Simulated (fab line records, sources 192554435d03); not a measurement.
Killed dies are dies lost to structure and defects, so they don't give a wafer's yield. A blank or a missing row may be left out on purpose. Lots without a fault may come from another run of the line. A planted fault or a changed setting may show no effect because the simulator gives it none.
A struck lot beside a sound one | flow n5_finfet | 35 steps out of a route of 1938
Sound: wafers L192.4, L192.5, L192.6. Struck: wafers L184.2, L184.4, L184.5. The cause comes at the end.
At each step with rows: each side's tool, then ch and its chambers, then its first start. Under that, the readings that differ: sound wafers | struck wafers | difference of the means | sigmas: that difference in standard deviations of wafers without a fault.
alike: readings whose means differ by less than 2 such deviations, and words and numbers that are the same on both sides. not compared: withheld readings, readings that some wafer has no value for, bounds like >300 that may hide the same value, and numbers for which the record gives no deviation and whose values overlap.
The two part at a step that has a row with sigmas, a row that says differs or no value, or rows on one side only. Numbers that don't overlap but have no deviation are shown without sigmas and don't part them. A reading that every wafer of one side lacks parts them only if that side has two wafers or more.

first, 9 steps without rows for these wafers: N5_BEOL_M3_PEB_09 (peb time 60 s); N5_BEOL_M3_DEVELOP_10 (develop time 30 s); N5_BEOL_M3_DESCUM_16 (chemistry O2, time 7 s); N5_BEOL_M3_ETCH_74 (etches underlayer in N2/H2, target depth 6.5 nm, time 5.2 s); N5_BEOL_M3_ETCH_63 (etches SiARC in CF4, target depth 15.6 nm, time 26 s); N5_BEOL_M3_ETCH_64 (etches SOC in N2/H2, target depth 75 nm, overetch 15 nm, time 112.5 s); N5_BEOL_M3_STRIP_65 (strips in N2/H2); N5_BEOL_M3_STRIP_75 (strips in N2/H2); N5_BEOL_M3_STRIP_66 (strips in CF4).
N5_BEOL_M3_HM_OPEN_17: chemistry Cl2/BCl3, target TiN, target depth 20 nm, overetch 6 nm.
  sound on rie_metal-02 ch 0,1, day 11 01:41; struck on rie_metal-03 ch 0,1, day 9 06:50
  reading                     | sound       | struck      | difference | sigmas
  drypump_motor_current_A (A) | 6.3 6.2 6.5 | 5.7 5.5 5.5 | -0.8       | -2
  alike: oes_product_au, throttle_valve_pct
  not compared: rf_hours_counter_h
then, 24 steps without rows for these wafers: N5_BEOL_M3_STRIP_19 (strips in O2); N5_BEOL_M3_COAT_67 (time 60 s, resist thk 60 nm); N5_BEOL_M3_COAT_68 (time 60 s, resist thk 12 nm); N5_BEOL_M3_COAT_76 (time 60 s, resist thk 5 nm); N5_BEOL_M3_COAT_22 (resist thk 30 nm); N5_BEOL_M3_EBR_24; N5_BEOL_M3_SOFTBAKE_23 (time 60 s); N5_BEOL_M3_EXPOSE_25 (exposes mask V2, defocus 5 nm); N5_BEOL_M3_PEB_26 (peb time 60 s); N5_BEOL_M3_DEVELOP_27 (develop time 30 s); N5_BEOL_M3_DESCUM_33 (chemistry O2, time 7 s); N5_BEOL_M3_ETCH_77 (etches underlayer in N2/H2, target depth 6.5 nm, time 5.2 s); N5_BEOL_M3_ETCH_69 (etches SiARC in CF4, target depth 15.6 nm, time 26 s); N5_BEOL_M3_ALD_98 (deposits SiO2, target thk 2.5 nm, pulse time 1 s, co reactant pulse time 1 s); N5_BEOL_M3_ETCHBACK_99 (etches SiO2 in CHF3, target depth 5 nm, time 10.4 s); N5_BEOL_M3_ETCH_70 (etches SOC in N2/H2, target depth 80 nm, overetch 16 nm, time 120 s); N5_BEOL_M3_STRIP_71 (strips in N2/H2); N5_BEOL_M3_STRIP_78 (strips in N2/H2); N5_BEOL_M3_VIA_ETCH_34 (etches the open film in C4F6/O2, target depth 69.4 nm, time 65.9 s); N5_BEOL_M3_STRIP_83 (strips in C4F6/O2); N5_BEOL_M3_STRIP_36 (strips in N2/H2); N5_BEOL_M3_TRENCH_ETCH_37 (etches SiOC in C4F6/O2, target depth 55.555 nm, time 29.2 s); N5_BEOL_M3_ETCH_41 (etches SiCN in CH3F/O2, target depth 29.9 nm, time 52.5 s); N5_BEOL_M3_STRIP_97 (strips in N2/H2, time 10 s).
-- the record jumps here: 6 days lie between the struck wafers' starts before and after (it left off in module BEOL_M3 and takes up again in module PASSIVATION, whose first step shown is number 1936 of the route) --
N5_PASSIVATION_PROBE_49:
  sound on prober-01, day 16 22:04; struck on prober-02, day 14 23:48
  reading                  | sound | struck         | difference | sigmas
  defect_limited_yield (%) | 87.5  | 86.0 82.5 82.4 | -3.9       | -3
  killed_at_M0_to_M3       | 47    | 112 137 128    | +79        | +8
  killed_at_contacts       | 23    | 3 8 10         | -16        | -2
  killed_at_other          | 13    | 0 0 1          | -13        | -4
  killed_dies              | 148   | 165 206 208    | +45        | +3
  killed_short             | 63    | 28 39 38       | -28        | -4
  sort_bin_5_function (%)  | 8.1   | 9.6 10.7 12.0  | +2.7       | +3
  sort_bin_8_speed (%)     | 0     | 0 0 0.08       | +0         | +2
  sort_n_pass              | 1032  | 1015 974 972   | -45        | -3
  sort_yield_pct (%)       | 87.5  | 86.0 82.5 82.4 | -3.9       | -3
  alike: killed_at_M4_up, killed_at_front_end, killed_open, sort_bin_6_memory

WHERE THEY PART
First at N5_BEOL_M3_HM_OPEN_17; last, within this record, at N5_PASSIVATION_PROBE_49.

WHY: what the simulator had put in
Chamber particle source: rie_metal-03, from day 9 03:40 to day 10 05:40, at N5_BEOL_M3_HM_OPEN_17. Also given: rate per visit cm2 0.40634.
